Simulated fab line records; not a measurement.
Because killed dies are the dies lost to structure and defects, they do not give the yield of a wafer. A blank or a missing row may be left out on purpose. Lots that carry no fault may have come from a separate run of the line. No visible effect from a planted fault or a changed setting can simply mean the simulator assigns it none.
fab line records	flow n5Finfet
record lots=6	wafers=18	lastDay=18
route steps=1938 shown MOL_CONTACT_COAG@532 BEOL_M4@1111
lots that met no fault: taken from a fault-free run of the same line
startH: the number of hours between the record's first day and the start of the first shown wafer of the lot	waitH: time in hours since the lot's previous step	" same as the row above	L1.1+2: a single row standing in for several wafers	- value missing, or start not given	* or withheld: withheld	< > ~ a bound
route shown NAME@n: names a module that has steps shown in the file, with the first one's number in the route	usual: the fault-free wafers' mean and standard deviation	same: alike in all rows	chamber/n: place in a boat	sites: per-site readings	_std_site: the values' standard deviation	_edge_site: mean of outer sites minus mean of inner sites	radiusMm: for every site, how far away it sits from the centre of the wafer	mask NAME#n: copy n	behind: the most recent tool/chamber to have shaped the wafer	hold: what put the lot on hold/how long, in hours/how the hold closed	device: the n, p or np transistor that did not switch	end of line: the tests these same wafers got at the end of their route	where a step has no rows: the recipe by itself	killed: dies lost to structure and defects at the first sort, not the wafer's yield	map: a wafer's dies, marking killed ones x, the rest . and places with no die _
set.NAME: the run value of the setting; set.NAME@STEP: its run value at that earlier step	model.NAME: the simulator's own value behind a step, which no gauge read
lots at selected steps of the route; one table per step, one row per wafer
services: the hour from which a tool's chamber was out of use, counted from the record's first day as startH (under 0 if before that day), plus the number of hours and why
## steps
# step N5_MOL_CONTACT_COAG_ETCH_106
# recipe chemistry=N2/H2	target=SOC	targetDepthA=800	overetchA=160	maskMaterial=SiARC	tempC=40	timeS=120	ionEnergyEv=200	pressureMtorr=30	sourceW=840	biasW=150	n2FlowSccm=200	h2FlowSccm=200
# usual drypumpMotorCurrentA=5.6/0.42	oesProductAu=0.71/0.08	rfVppV=524.2/2.6	showerheadPlenumPTorr=2.55/0.088	throttleValvePct=17.85/0.25
lot.wafer	tool	chamber	startH	waitH	drypumpMotorCurrentA	oesProductAu	rfHoursCounterH	rfVppV	showerheadPlenumPTorr	throttleValvePct
L274.2	rieDiel-05	2	87.90	0.0	5.7	0.82	31	523.4	2.48	17.93
L274.3	"	0	"	"	5.5	0.84	6	523.2	2.49	17.49
L274.6	"	0	"	"	5.5	0.84	-	523.0	2.49	17.47
L276.3	rieDiel-05	2	99.67	0.0	5.7	0.81	37	523.1	2.48	17.92
L276.5	"	0	"	"	5.5	0.83	-	522.6	2.49	17.50
L276.6	"	1	"	"	6.1	0.60	-	525.8	2.60	17.95
L291.1	rieDiel-06	1	192.75	0.0	6.2	0.77	45	528.0	2.70	17.94
L291.3	"	2	"	"	5.8	0.64	218	521.6	2.51	18.02
L291.4	"	3	"	"	5.7	0.62	241	525.6	2.61	18.22
L292.3	rieDiel-01	2	197.84	0.0	5.3	0.69	123	521.5	2.45	17.77
L292.5	"	3	"	"	5.3	0.72	-	521.3	2.46	17.54
L292.6	"	0	"	"	6.2	0.62	-	523.4	2.52	18.27
L293.2	rieDiel-06	1	205.48	0.0	6.2	0.76	50	527.8	2.70	17.93
L293.5	"	3	"	"	5.7	0.61	-	525.4	2.60	18.23
L293.6	"	2	"	"	5.8	0.64	-	523.1	2.51	18.02
L297.2	rieDiel-06	1	231.79	0.0	6.3	0.76	59	526.8	2.69	17.96
L297.4	"	0	"	"	4.8	0.74	-	527.0	2.67	17.88
L297.6	"	2	"	"	5.8	0.63	-	522.8	2.51	18.03
# step N5_MOL_CONTACT_COAG_STRIP_107
# recipe chemistry=N2/H2	tempC=40	n2FlowSccm=200	h2FlowSccm=200	rfFrequencyHz=6e+07
# step N5_MOL_CONTACT_COAG_STRIP_108
# recipe chemistry=N2/H2	tempC=40	n2FlowSccm=200	h2FlowSccm=200	rfFrequencyHz=6e+07
# step N5_MOL_CONTACT_COAG_CONTACT_ETCH_14
# recipe chemistry=C4F6/O2	target=SiO2	targetDepthA=275	overetchA=85	maskMaterial=SOC	pressureMtorr=30	sourceW=370	biasW=185	Ar_flow_sccm=300	C4F6_flow_sccm=16	O2_flow_sccm=10	timeS=20	ionEnergyEv=259.6
# usual O2_flow_sccm=9.99/0.032	drypumpMotorCurrentA=5.6/0.41	mfcArSccm=300.1/0.91	oes_f_703_au=0.80/0.09	oesProductAu=0.68/0.076	rfVppV=693/3.3	showerheadPlenumPTorr=2.90/0.096	throttleValvePct=21.32/0.27
lot.wafer	tool	chamber	startH	waitH	O2_flow_sccm	drypumpMotorCurrentA	mfcArSccm	oes_f_703_au	oesProductAu	rfHoursCounterH	rfVppV	showerheadPlenumPTorr	throttleValvePct
L274.2	rieDiel-05	2	88.00	0.0	10.02	5.6	301.0	0.93	0.77	31	692	2.82	21.40
L274.3	"	0	"	"	10.05	5.5	299.8	0.93	0.80	6	691	2.83	20.98
L274.6	"	0	"	"	10.01	5.5	299.8	0.93	0.80	-	692	2.83	20.98
L276.3	rieDiel-05	2	99.77	0.0	9.99	5.6	300.1	0.92	0.76	37	693	2.81	21.42
L276.5	"	0	"	"	9.95	5.5	300.7	0.91	0.77	-	690	2.83	21.00
L276.6	"	1	"	"	10.05	6.1	299.4	0.70	0.57	-	696	2.94	21.29
L291.1	rieDiel-06	1	192.85	0.0	10.04	6.2	299.6	0.87	0.73	45	698	3.06	21.42
L291.3	"	2	"	"	9.99	5.8	300.2	0.72	0.61	218	692	2.85	21.47
L291.4	"	3	"	"	10.02	5.7	300.6	0.69	0.58	241	696	2.96	21.70
L292.3	rieDiel-01	2	197.94	0.0	10.06	5.3	299.3	0.79	0.66	123	691	2.77	21.02
L292.5	"	3	"	"	10.01	5.4	301.1	0.80	0.68	-	689	2.79	20.91
L292.6	"	0	"	"	9.96	6.2	301.0	0.71	0.60	-	692	2.85	21.72
L293.2	rieDiel-06	1	205.58	0.0	10.02	6.3	299.4	0.86	0.73	50	698	3.05	21.41
L293.5	"	3	"	"	9.99	5.7	299.5	0.69	0.58	-	695	2.95	21.71
L293.6	"	2	"	"	9.99	5.8	299.3	0.71	0.60	-	691	2.85	21.48
L297.2	rieDiel-06	1	231.89	0.0	9.95	6.3	299.2	0.85	0.72	60	699	3.05	21.43
L297.4	"	0	"	"	9.96	4.8	298.1	0.85	0.70	-	698	3.02	21.43
L297.6	"	2	"	"	10.03	5.8	299.9	0.71	0.60	-	690	2.84	21.48
# step N5_MOL_CONTACT_COAG_STRIP_109
# recipe chemistry=C4F6/O2	resist=SiARC	rfFrequencyHz=6e+07
# step N5_MOL_CONTACT_COAG_ETCH_15
# recipe chemistry=CH3F/O2	target=SiNx	targetDepthA=70	maskMaterial=SOC	stopOn=Si:P	overEtchFrac=0.75	ionEnergyEv=120	pressureMtorr=30	sourceW=395	biasW=73	Ar_flow_sccm=150	CH3F_flow_sccm=30	O2_flow_sccm=20
# usual O2_flow_sccm=20.00/0.059	drypumpMotorCurrentA=5.6/0.41	mfcArSccm=150.0/0.44	oes_f_703_au=0.80/0.091	oesProductAu=0.58/0.066	rfVppV=296.4/2.3	showerheadPlenumPTorr=2.01/0.07	throttleValvePct=16.37/0.28
lot.wafer	tool	chamber	startH	waitH	O2_flow_sccm	drypumpMotorCurrentA	mfcArSccm	oes_f_703_au	oesProductAu	rfHoursCounterH	rfVppV	showerheadPlenumPTorr	throttleValvePct
L274.2	rieDiel-05	2	88.04	0.0	19.99	5.6	150.4	0.92	0.66	31	295.4	1.95	16.44
L274.3	"	0	"	"	20.07	5.5	150.0	0.92	0.69	6	297.8	1.96	15.97
L274.6	"	0	"	"	20.10	5.5	150.0	0.93	0.69	-	295.2	1.96	15.99
L276.3	rieDiel-05	2	99.80	0.0	20.02	5.6	150.4	0.92	0.65	37	293.9	1.95	16.44
L276.5	"	0	"	"	19.94	5.5	150.1	0.91	0.67	-	297.0	1.96	16.00
L276.6	"	1	"	"	20.03	6.1	149.8	0.69	0.49	-	297.7	2.04	16.43
L291.1	rieDiel-06	1	192.88	0.0	19.92	6.2	150.4	0.87	0.63	45	292.7	2.13	16.40
L291.3	"	2	"	"	20.09	5.8	150.7	0.71	0.52	218	293.9	1.98	16.57
L291.4	"	3	"	"	20.09	5.7	149.6	0.69	0.50	241	298.8	2.06	16.78
L292.3	rieDiel-01	2	197.98	0.0	19.91	5.3	149.9	0.78	0.57	123	294.2	1.92	16.12
L292.5	"	3	"	"	19.96	5.3	150.7	0.80	0.59	-	296.8	1.93	15.99
L292.6	"	0	"	"	20.04	6.2	150.2	0.71	0.51	-	291.8	1.98	16.80
L293.2	rieDiel-06	1	205.62	0.0	19.91	6.3	150.7	0.86	0.63	50	295.0	2.13	16.41
L293.5	"	3	"	"	19.85	5.7	150.2	0.68	0.51	-	300.3	2.05	16.78
L293.6	"	2	"	"	19.99	5.8	150.6	0.72	0.52	-	294.3	1.98	16.58
L297.2	rieDiel-06	1	231.92	0.0	20.05	6.2	150.3	0.85	0.62	60	294.3	2.12	16.44
L297.4	"	0	"	"	20.07	4.8	149.8	0.84	0.60	-	299.0	2.11	16.47
L297.6	"	2	"	"	20.04	5.8	149.5	0.71	0.51	-	293.7	1.97	16.60
# step N5_MOL_CONTACT_COAG_ETCH_110
# recipe chemistry=CF4/O2	target=Si	targetDepthA=25	timeS=8	pressureMtorr=100	sourceW=200	biasW=12	ionEnergyEv=60	Ar_flow_sccm=100	cf4FlowSccm=100	O2_flow_sccm=10
# step N5_MOL_CONTACT_COAG_STRIP_98
# recipe chemistry=N2/H2	powerW=500	tempC=40	pressureMtorr=50	rfFrequencyHz=6e+07	overashFraction=0.3	biasPowerW=8	h2Frac=0.5	n2FlowSccm=300	h2FlowSccm=300
# step N5_MOL_CONTACT_COAG_CD_MEAS_99
# recipe targetCdNm=17.2	polarity=opening
# usual cdNm=17.2/0.32
lot.wafer	tool	chamber	startH	waitH	cdNm
L274.2	cdSem-01	-	88.22	-	17.2
L274.3	"	-	"	"	16.5
L274.6	"	-	"	"	17.1
L276.3	cdSem-01	-	99.98	-	17.7
L276.5	"	-	"	"	17.0
L276.6	"	-	"	"	17.4
L291.1	cdSem-01	-	193.06	-	17.2
L291.3	"	-	"	"	16.8
L291.4	"	-	"	"	17.5
L292.3	cdSem-02	-	198.16	-	17.2
L292.5	"	-	"	"	16.9
L292.6	"	-	"	"	16.7
L293.2	cdSem-01	-	205.80	-	17.3
L293.5	"	-	"	"	17.1
L293.6	"	-	"	"	16.7
L297.2	cdSem-02	-	232.10	-	17.8
L297.4	"	-	"	"	17.0
L297.6	"	-	"	"	17.3
# step N5_MOL_CONTACT_COAG_IMPLANT_129
# recipe species=Ge	energyKev=3	doseCm2=6e+14	tiltDeg=0	rotationDeg=0
# step N5_MOL_CONTACT_COAG_PRECLEAN_111
# recipe chemistry=NF3:NH3	afsCycles=1	tempC=30	timeS=20	sublimationTempC=180	sublimationTimeS=60	pressureTorr=3	rfPowerW=30
# step N5_MOL_CONTACT_COAG_TI_SIL_19
# recipe material=Ti	targetThkA=42	tempC=200	chamberPressurePa=5	powerW=5000	timeS=15
# usual susceptorTempC=200.00/0.14	throttleValvePct=29.8/0.81
lot.wafer	tool	chamber	startH	waitH	susceptorTempC	throttleValvePct
L274.2	pvdSputter-01	-	88.69	0.2	199.70	29.6
L274.3	"	-	"	"	200.17	30.3
L274.6	"	-	"	"	200.05	30.5
L276.3	pvdSputter-01	-	100.95	0.2	199.98	30.4
L276.5	"	-	"	"	200.09	30.9
L276.6	"	-	"	"	199.92	29.7
L291.1	pvdSputter-01	-	195.38	0.3	200.18	30.7
L291.3	"	-	"	"	200.14	29.6
L291.4	"	-	"	"	199.91	30.1
L292.3	pvdSputter-03	-	199.28	0.2	199.98	29.5
L292.5	"	-	"	"	200.21	29.5
L292.6	"	-	"	"	200.27	30.5
L293.2	pvdSputter-02	-	206.71	0.3	199.99	30.0
L293.5	"	-	"	"	200.19	28.4
L293.6	"	-	"	"	199.95	29.3
L297.2	pvdSputter-03	-	236.07	0.3	199.86	30.4
L297.4	"	-	"	"	199.99	29.9
L297.6	"	-	"	"	199.89	29.6
# step N5_MOL_CONTACT_COAG_ALD_20
# recipe material=TiN	targetThkA=15	tempC=400	aldPrecursorFamily=TiCl4	aldCoReactant=NH3	pulseTimeS=1	purgeTimeS=3	coReactantPurgeTimeS=2	coReactantPulseTimeS=2	aldCycles=68	pressureTorr=3
# usual aldCycles=68/0	heaterPowerW=834/82	precursorPulseHeightRel=0.999/0.019	susceptorTempC=399.98/0.23
# same pulseTimeS=1
lot.wafer	tool	chamber	startH	waitH	aldCycles	heaterPowerW	precursorPulseHeightRel	susceptorTempC	model.TiN_of_MOL_CONTACT_COAG_ALD_20.thkNm
L274.2	aldMetal-01	2	88.81	0.1	68	674	0.988	399.81	1.4
L274.3	"	0	"	"	68	868	1.026	400.25	1.6
L274.6	"	2	"	"	68	674	1.030	399.95	1.4
L276.3	aldMetal-02	1	101.07	0.1	68	920	0.999	400.23	1.4
L276.5	"	3	"	"	68	770	1.040	399.86	1.4
L276.6	"	2	"	"	68	909	1.000	400.45	1.4
L291.1	aldMetal-01	0	195.50	0.1	112	877	0.993	399.72	2.4
L291.3	"	1	"	"	112	823	0.979	400.17	2.4
L291.4	"	2	"	"	112	686	1.025	399.91	2.4
L292.3	aldMetal-01	2	199.63	0.3	112	679	1.009	399.64	2.4
L292.5	"	0	"	"	112	871	1.007	399.92	2.4
L292.6	"	1	"	"	112	829	1.007	399.82	2.4
L293.2	aldMetal-03	2	206.83	0.1	68	846	1.014	400.05	1.4
L293.5	"	0	"	"	68	915	0.981	399.76	1.6
L293.6	"	3	"	"	68	759	0.987	399.97	1.4
L297.2	aldMetal-02	0	236.19	0.1	68	736	0.992	399.96	1.6
L297.4	"	2	"	"	68	903	1.000	400.00	1.6
L297.6	"	2	"	"	68	923	1.015	400.18	1.4
# step N5_MOL_CONTACT_COAG_SIL_ANNEAL_21
# recipe tempC=550	timeS=60	ambient=N2
# usual lampPowerPct=5.64/0.17	lamp_zone_2_pct=5.64/0.17	lamp_zone_3_pct=5.64/0.17	wafer_temp_C_max=551.8/0.46
lot.wafer	tool	chamber	startH	waitH	lampPowerPct	lamp_zone_2_pct	lamp_zone_3_pct	wafer_temp_C_max
L274.2	rtpAnneal-02	0	89.21	0.2	5.59	5.59	5.59	551.3
L274.3	"	0	"	"	5.59	5.59	5.60	551.6
L274.6	"	0	"	"	5.59	5.59	5.60	551.1
L276.3	rtpAnneal-02	0	101.50	0.3	5.59	5.60	5.59	552.6
L276.5	"	0	"	"	5.58	5.59	5.59	552.3
L276.6	"	0	"	"	5.59	5.59	5.59	551.8
L291.1	rtpAnneal-02	0	195.91	0.2	5.58	5.59	5.59	551.8
L291.3	"	0	"	"	5.59	5.59	5.59	551.4
L291.4	"	0	"	"	5.58	5.58	5.59	551.9
L292.3	rtpAnneal-02	0	200.14	0.3	5.58	5.59	5.59	551.5
L292.5	"	0	"	"	5.58	5.59	5.60	551.8
L292.6	"	0	"	"	5.59	5.59	5.60	552.7
L293.2	rtpAnneal-02	0	207.28	0.3	5.58	5.59	5.59	552.2
L293.5	"	0	"	"	5.58	5.59	5.59	552.3
L293.6	"	0	"	"	5.59	5.58	5.59	552.0
L297.2	rtpAnneal-02	0	236.75	0.4	5.58	5.58	5.59	551.2
L297.4	"	0	"	"	5.59	5.59	5.59	551.9
L297.6	"	0	"	"	5.59	5.58	5.59	552.0
# step N5_BEOL_M4_RC_MEAS_101
# usual DIBL_N=35.7/1.3	DIBL_P=35.4/1.8	IOFF_N=0.152/0.027	IOFF_P=0.20/0.034	ION_N=672/9.8	ION_P=461/7.5	SS_N=71.4/0.55	SS_P=73.1/0.61	VT_N=251/3.3	VT_P=-251/3.6
lot.wafer	tool	chamber	startH	waitH	DIBL_N[mV/V]	DIBL_P[mV/V]	IOFF_N[nA/um]	IOFF_P[nA/um]	ION_N[uA/um]	ION_P[uA/um]	SS_N[mV/dec]	SS_P[mV/dec]	VT_N[mV]	VT_P[mV]
L274.2	prober-02	0	162.89	0.2	34.8	37.0	0.161	0.23	683	471	71.2	73.2	247	-247
L274.3	"	0	"	"	36.3	38.8	0.196	0.26	688	473	71.1	73.5	245	-245
L274.6	"	0	"	"	35.8	38.0	0.179	0.25	684	472	71.4	73.3	246	-246
L276.3	prober-01	0	179.43	0.3	39.0	38.2	0.225	0.31	685	475	72.1	74.8	245	-246
L276.5	"	0	"	"	36.1	35.0	0.169	0.24	681	467	71.7	72.7	251	-247
L276.6	"	0	"	"	36.5	35.2	0.172	0.24	666	461	71.9	73.0	248	-247
L293.2	prober-01	0	275.59	0.2	36.0	35.4	0.157	0.20	685	462	71.1	72.8	249	-251
L293.5	"	0	"	"	35.7	35.3	0.148	0.20	678	469	71.1	72.9	250	-249
L293.6	"	0	"	"	36.7	36.2	0.167	0.21	680	463	72.1	73.5	251	-251
L291.1	prober-01	0	278.95	0.0	34.8	32.8	0.136	0.18	670	458	71.3	72.6	252	-252
L291.3	"	0	"	"	34.5	33.8	0.143	0.19	681	463	71.1	73.5	252	-250
L291.4	"	0	"	"	33.6	31.4	0.121	0.16	662	456	70.7	73.1	252	-250
L292.3	prober-02	0	280.97	0.3	36.0	35.6	0.147	0.22	670	469	70.9	72.6	251	-246
L292.5	"	0	"	"	35.9	35.6	0.153	0.23	679	468	71.2	74.3	247	-249
L292.6	"	0	"	"	37.2	36.6	0.167	0.25	683	472	72.2	73.5	251	-245
L297.2	prober-02	0	318.63	0.2	33.7	33.3	0.112	0.18	669	470	70.2	72.8	255	-250
L297.4	"	0	"	"	32.7	31.1	0.097	0.15	661	459	71.1	72.6	258	-252
L297.6	"	0	"	"	32.1	30.5	0.093	0.16	651	457	70.2	72.6	257	-253
## services
tool	chamber	startH	hours	kind
aldMetal-01	1	73.03	20.1	repair
rieDiel-05	3	77.97	4.6	repair
rieDiel-05	3	82.67	-	clean
rieDiel-05	3	82.67	-	consumableReplace:focusRing
rieDiel-05	3	82.67	-	consumableReplace:showerhead
rieDiel-05	3	82.67	23.6	scheduledDown
rieDiel-05	3	82.67	23.6	ventCycle
aldMetal-03	-	93.43	5.8	repair
rieDiel-05	1	106.24	-	clean
rieDiel-05	1	106.24	-	consumableReplace:focusRing
rieDiel-05	1	106.24	21.1	scheduledDown
rieDiel-05	1	106.24	21.1	ventCycle
rieDiel-06	0	149.96	9.6	repair
rieDiel-06	-	186.01	2.8	pm
aldMetal-03	3	188.01	4.7	repair
rieDiel-06	2	193.07	5.0	repair
aldMetal-02	-	211.10	0.3	repair
rieDiel-06	3	217.63	-	clean
rieDiel-06	3	217.63	-	consumableReplace:focusRing
rieDiel-06	3	217.63	24.0	scheduledDown
rieDiel-06	3	217.63	24.0	ventCycle
aldMetal-02	3	220.56	8.6	repair
aldMetal-01	-	230.84	8.7	pm
## key
firstSign step=N5_MOL_CONTACT_COAG_ALD_20	reading=aldCycles	direction=up	sigmas=99+	usual=*	struck=*
effect none on later readings
modelEffect step=N5_MOL_CONTACT_COAG_ALD_20	value=TiN_of_MOL_CONTACT_COAG_ALD_20.thkNm	without=1.567	struck=2.4
metAt N5_MOL_CONTACT_COAG_ALD_20
struckWafers L291.1,L291.3,L291.4,L292.3,L292.5,L292.6
onsetBetween 88.81 195.50
fault kind=processParameterDrift	tool=aldMetal-01	chamber=-	onsetH=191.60	steps=N5_MOL_CONTACT_COAG_ALD_20	channel=aldCycles	offset=*	shape=step	endH=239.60	actsIn=*	stated=*
